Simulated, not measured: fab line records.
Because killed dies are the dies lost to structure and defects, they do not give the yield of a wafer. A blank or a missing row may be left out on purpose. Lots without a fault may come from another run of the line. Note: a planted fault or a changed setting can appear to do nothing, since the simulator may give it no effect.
Struck lot and sound lot, side by side ; flow n5Finfet ; 16 steps out of a route of 1938
Sound: these wafers, L641.2, L641.3, L641.5. The struck wafers were L640.1, L640.3, L640.5. Last of all comes the cause.
Per side, at each step with rows, come the tool, then ch with its chambers, and then its first start. Under that, the readings that differ: sound wafers ; struck wafers ; difference of the means ; sigmas: that difference in standard deviations of wafers without a fault.
alike: readings whose means differ by less than 2 such deviations, and words and numbers that are the same on both sides. not compared: withheld readings, readings that some wafer has no value for, bounds like >300 that may hide the same value, and numbers for which the record gives no deviation and whose values overlap.
Wherever a step has rows on one side only, a row that says differs or no value, or a row with sigmas, the two part there. Numbers that don't overlap but have no deviation are shown without sigmas and don't part them. A reading missing from all wafers of one side parts the sides only when that side holds two or more wafers.

first, 1 step without rows for these wafers: N5_BEOL_M0_PRE_CLEAN_131 (time 15 s).
N5_BEOL_M0_CO_CAP_123: material Co, precursor CCTBA/H2, target thk 2 nm, time 102.1 s.
  sound on cvdCo-01 ch 1,2, day 9 21:11; struck on cvdCo-02 ch 0,1,2, day 9 22:05
  alike: heaterPowerW
then, 1 step without rows for these wafers: N5_BEOL_M0_PRE_CLEAN_124 (time 15 s).
N5_BEOL_M0_DEP_125: deposits SiCN from 3MS/NH3, target thk 8 nm, time 14 s.
  sound on pecvd-04 ch 0,1, day 9 21:19; struck on pecvd-02 ch 0,1,2, day 9 22:13
  alike: showerheadPlenumPTorr, throttleValvePct
N5_BEOL_M0_RS_MEAS_126: measurement is done with a four-point probe.
  sound: filmMetro-02 at day 9 21:24; struck: filmMetro-02 at day 9 22:17
  alike: M0_RS
N5_BEOL_M0_INSPECT_127: inspects for defects (darkfield).
  sound: defectInspect-02 at day 9 21:25; struck: defectInspect-01 at day 9 22:18
  alike: rawDefectCount
N5_BEOL_M1_ILD_DEP_00: deposits SiOC from DEMS/O2, target thk 79 nm, time 15.3 s.
  sound on pecvd-01 ch 0,1, day 9 21:28; struck on pecvd-02 ch 0,2, day 9 22:20
  alike: heaterPowerW, showerheadPlenumPTorr, throttleValvePct
N5_BEOL_M1_THK_MEAS_01:
  sound: filmMetro-01 at day 9 21:32; struck: filmMetro-01 at day 9 22:25
  alike: M1_ILD_THK
N5_BEOL_M1_PECVD_72: deposits SiO2 from TEOS/O2, target thk 16 nm, time 18 s.
  sound on pecvd-02 ch 0,2, day 9 21:34; struck on pecvd-02 ch 0,2, day 9 22:26
  alike: heaterPowerW, showerheadPlenumPTorr, throttleValvePct
N5_BEOL_M1_HM_DEP_02: deposits TiN, target thk 20 nm.
  sound: pvdSputter-01 at day 9 23:12; struck: pvdSputter-01 at day 9 23:26
  alike: throttleValvePct
then, 2 steps without rows for these wafers: N5_BEOL_M1_COAT_61 (time 60 s, resist thk 60 nm); N5_BEOL_M1_COAT_62 (time 60 s, resist thk 12 nm).
N5_BEOL_M1_COAT_73: time 60 s, resist thk 5 nm.
  sound on lithoTrack-04 ch 0, day 9 23:21; struck on lithoTrack-05 ch 0, day 9 23:34
reading;sound;struck;difference;sigmas
heaterPowerTotalW (W);393.8 389.7 391.4;385.2 387.1 384.6;-6.0;-4
plateTempC (C);204.95 205.15 205.03;202.84 202.86 203.00;-2.14;-14
then, 1 step without rows for these wafers: N5_BEOL_M1_COAT_05 (resist thk 30 nm).
-- the record jumps here: 2 days lie between the struck wafers' starts before and after (it left off in module BEOL_M1 and takes up again in module BEOL_M4, whose first step shown is number 1111 of the route) --
N5_BEOL_M4_RC_MEAS_101:
  sound on prober-01 ch 0, day 12 03:19; struck on prober-02 ch 0, day 12 04:55
reading;sound;struck;difference;sigmas
ION_P (uA/um);469 463 482;452 443 465;-18;-2
VT_P (mV);-245 -247 -242;-257 -258 -248;-10;-3
  alike: DIBL_N, DIBL_P, IOFF_N, IOFF_P, ION_N, SS_N, SS_P, VT_N
then, 1 step without rows for these wafers: N5_PASSIVATION_PROBE_49.

== WHERE THEY PART ==
Last at N5_BEOL_M4_RC_MEAS_101 as far as this record goes, first at N5_BEOL_M1_COAT_73.

WHY: the cause the simulator had injected
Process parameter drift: lithoTrack-05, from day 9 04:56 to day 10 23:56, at N5_BEOL_M1_COAT_73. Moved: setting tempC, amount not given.
